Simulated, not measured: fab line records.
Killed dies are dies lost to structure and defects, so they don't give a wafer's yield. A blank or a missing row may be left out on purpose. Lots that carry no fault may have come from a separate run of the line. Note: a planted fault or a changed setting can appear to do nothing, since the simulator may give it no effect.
Which of the tools did it? + flow nand harc + Sampling: 6 lots, 18 wafers, 2 of 1159 route steps

== WHAT THE GAUGES SHOWED, per wafer ==
NHARC_A_ONON_D1_THK_MEAS_11: measures by ellipsometry.
| lot  | measured     | on            | thk nm (nm)    |
|------|--------------|---------------|----------------|
| L663 | day 7 23:09  | film metro-01 | 1019 1019 1017 |
| L666 | day 8 23:19  | film metro-01 | 1014 1015 1017 |
| L668 | day 9 15:54  | film metro-02 | 994 995 994    |
| L675 | day 10 19:24 | film metro-02 | 707 1006 707   |
| L676 | day 11 13:56 | film metro-02 | 711 711 1010   |
| L683 | day 12 21:16 | film metro-01 | 1004 1006 1004 |

== WHICH TOOL RAN EACH LOT (tool, then ch and the chambers of the sampled wafers, then the start) ==
| lot  | NHARC_A_ONON_D1_DEP_09           |
|------|----------------------------------|
| L663 | pecvd onon-01 ch 0, day 7 22:43  |
| L666 | pecvd onon-03 ch 0, day 8 22:48  |
| L668 | pecvd onon-03 ch 0, day 9 15:27  |
| L675 | pecvd onon-02 ch 0, day 10 18:56 |
| L676 | pecvd onon-02 ch 0, day 11 13:25 |
| L683 | pecvd onon-03 ch 0, day 12 20:45 |
- NHARC_A_ONON_D1_DEP_09: target thk 1000 nm.

== THE ANSWER, worked out from the rows above alone ==
Rule: what is usual is taken from the lots themselves. Put in order of their means at a reading, lots are off if they are a third of the lots or fewer, leave a main group of 4 or more, and stand apart from it by a gap of 3 or more times the standard deviation of the main group's means; of several such gaps the widest counts. The tables above print the reading to a certain number of digits; a main group whose means all agree to those digits is not used. A lot without any number at a reading at which 4 lots or more have one is off too. All remaining lots with rows at the step are treated as sound.
Off: L675, L676 (NHARC_A_ONON_D1_THK_MEAS_11, thk nm). Main group: mean 1008 nm, sd 9.5.
If a tool, at a process step before that reading, ran all the lots that are off and no sound lot after the first of them, it fits. The gauges at NHARC_A_ONON_D1_THK_MEAS_11 are tried like those tools. Undecided on this evidence; 2 tools fit (pecvd onon-02 at NHARC_A_ONON_D1_DEP_09, film metro-02 at NHARC_A_ONON_D1_THK_MEAS_11).

== WHAT THE SIMULATOR PUT IN ==
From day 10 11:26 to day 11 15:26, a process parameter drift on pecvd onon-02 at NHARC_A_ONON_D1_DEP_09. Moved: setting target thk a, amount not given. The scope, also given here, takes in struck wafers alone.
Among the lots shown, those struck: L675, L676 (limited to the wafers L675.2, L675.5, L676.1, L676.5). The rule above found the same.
